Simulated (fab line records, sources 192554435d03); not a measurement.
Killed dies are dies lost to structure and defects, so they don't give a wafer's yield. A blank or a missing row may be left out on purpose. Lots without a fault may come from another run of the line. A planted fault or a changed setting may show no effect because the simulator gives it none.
A struck lot beside a sound one | flow n5_finfet | 14 steps out of a route of 1938
Sound: wafers L198.1, L198.2, L198.5. Struck: wafers L188.3, L188.5, L188.6. The cause comes at the end.
At each step with rows: each side's tool, then ch and its chambers, then its first start. Under that, the readings that differ: sound wafers | struck wafers | difference of the means | sigmas: that difference in standard deviations of wafers without a fault.
alike: readings whose means differ by less than 2 such deviations, and words and numbers that are the same on both sides. not compared: withheld readings, readings that some wafer has no value for, bounds like >300 that may hide the same value, and numbers for which the record gives no deviation and whose values overlap.
The two part at a step that has a row with sigmas, a row that says differs or no value, or rows on one side only. Numbers that don't overlap but have no deviation are shown without sigmas and don't part them. A reading that every wafer of one side lacks parts them only if that side has two wafers or more.

first, 2 steps without rows for these wafers: N5_BEOL_M2_STRIP_65 (strips in N2/H2); N5_BEOL_M2_STRIP_75 (strips in N2/H2).
N5_BEOL_M2_STRIP_66: strips in CF4.
  sound on rie_diel-06 ch 0,1,2, day 11 20:46; struck on rie_diel-02 ch 0,1, day 8 19:51
  alike: drypump_motor_current_A, oes_product_au, rf_vpp_V, showerhead_plenum_p_Torr, throttle_valve_pct
  not compared: rf_hours_counter_h
N5_BEOL_M2_HM_OPEN_17: chemistry Cl2/BCl3, target TiN, target depth 20 nm, overetch 6 nm.
  sound on rie_metal-02 ch 0,1, day 11 20:49; struck on rie_metal-01 ch 0,1, day 8 19:55
  alike: bias_w, drypump_motor_current_A, oes_product_au, throttle_valve_pct
  not compared: rf_hours_counter_h
N5_BEOL_M2_STRIP_19: strips in O2.
  sound on rie_diel-06 ch 1,2, day 11 20:55; struck on rie_diel-02 ch 1,2,3, day 8 20:00
  alike: drypump_motor_current_A, oes_product_au, rf_vpp_V, showerhead_plenum_p_Torr, throttle_valve_pct
  not compared: rf_hours_counter_h
N5_BEOL_M2_CD_MEAS_18: pitch 36 nm, target cd 18 nm.
  sound on cd_sem-01, day 11 20:59; struck on cd_sem-01, day 8 20:05
  alike: cd_nm
then, 6 steps without rows for these wafers: N5_BEOL_M2_COAT_67 (time 60 s, resist thk 60 nm); N5_BEOL_M2_COAT_68 (time 60 s, resist thk 12 nm); N5_BEOL_M2_COAT_76 (time 60 s, resist thk 5 nm); N5_BEOL_M2_COAT_22 (resist thk 30 nm); N5_BEOL_M2_EBR_24; N5_BEOL_M2_SOFTBAKE_23 (time 60 s).
N5_BEOL_M2_EXPOSE_25: exposes mask V1, defocus 5 nm.
  sound on euv_scanner-02 ch 0, day 11 21:10; struck on euv_scanner-01, day 8 20:23
  no value came back on the struck wafers for dipole_opening_deg (degrees), exposure_dose_mJ_cm2; on the sound wafers dipole_opening_deg (degrees) reads 30 30 30
  alike: mask
then, 1 step without rows for these wafers: N5_BEOL_M2_PEB_26 (peb time 60 s).

WHERE THEY PART
Only at N5_BEOL_M2_EXPOSE_25, within this record.

WHY: what the simulator had put in
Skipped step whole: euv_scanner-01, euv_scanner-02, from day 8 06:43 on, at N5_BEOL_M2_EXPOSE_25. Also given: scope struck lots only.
